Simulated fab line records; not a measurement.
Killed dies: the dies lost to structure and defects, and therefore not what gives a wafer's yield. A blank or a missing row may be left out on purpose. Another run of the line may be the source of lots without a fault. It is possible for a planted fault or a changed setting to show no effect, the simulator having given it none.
Problem report, 8D (eight disciplines) form, completed by code	flow n5 finfet	the parts of the form that need people (team, actions taken, sign-off) are left out

1. PROBLEM STATEMENT
Mean of time to endpoint s at N5_BEOL_M5_CMP_52: 81 s across 2 wafers in 2 lots; on wafers with no fault it is 61 s (standard deviation 4.5). That is +4.4 standard deviations from the usual mean.
The step: polishes, stops on SiCOH lowk, t overpolish 6.9 s, target thk 62 nm.
First observed at day 13 14:55: wafer L782.6, on cmp-02. At this step, 33 wafers from 11 lots have a number in the record. Rule for "out", or "out of limits": more than 4 standard deviations from the usual mean. All remaining wafers that have a number are taken as sound.

2. WHAT THIS IS AND IS NOT
question	is	is not
which readings at this step	time to endpoint s	motor current A
which lots	L782, L784	L764, L765, L766, L767, L770, L771, L772, L773, L774
which wafers of those lots	L782.6, L784.3	L782.2, L782.4, L784.1, L784.2
read on which tools	cmp-01, cmp-02	cmp-04
when	from day 13 14:55	up to then (29 sound wafers); but 2 sound wafers of L784 came after

3. SUSPECTS, AND WHAT RULES EACH OUT
Counting: if a tool at a process step up to the reading ran every lot that is out, it stays a suspect. Sound lots after the first of them don't rule it out here, since some wafers of a struck lot are sound.
- ecd cu-02 at N5_BEOL_M5_ECD_50 (material Cu, target thk 300 nm): kept. It ran every lot that is out, first L782 (day 13 14:16); its last sound lot up to then is L773 (day 10 15:56).
The count leaves ecd cu-02 at N5_BEOL_M5_ECD_50.

4. THE CAUSE (what the simulator had put in)
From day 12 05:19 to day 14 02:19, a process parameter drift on ecd cu-02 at N5_BEOL_M5_ECD_50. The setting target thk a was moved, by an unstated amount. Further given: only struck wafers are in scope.
This tool alone remained once counting was done.

5. SEQUENCE OF EFFECTS, ordered by route
Each row: a reading whose mean over the struck wafers that have a number lies more than 3 standard deviations from the usual. Readings are gone through only where the record gives a usual standard deviation; hours: the median, over the lots, of the time from a lot's start at the first step in this table giving one to that lot's start at this step; sigmas: the change measured in usual standard deviations.
hours	step	reading	usual	on struck wafers	change	sigmas
0	N5_BEOL_M5_CMP_52	time to endpoint s	61 s	81	+20	+4.4
Its process steps:
- N5_BEOL_M5_CMP_52: polishes, stops on SiCOH lowk, t overpolish 6.9 s, target thk 62 nm.

6. HOW IT WOULD HAVE BEEN CAUGHT EARLIER
The fault began at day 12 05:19; the first out-of-limits reading in this record came at day 13 14:55, 34 hours later.
Lots out: 2; of these, L784 started N5_BEOL_M5_ECD_50 on ecd cu-02 after day 13 14:55. Putting the tool on hold at that point would have spared it.
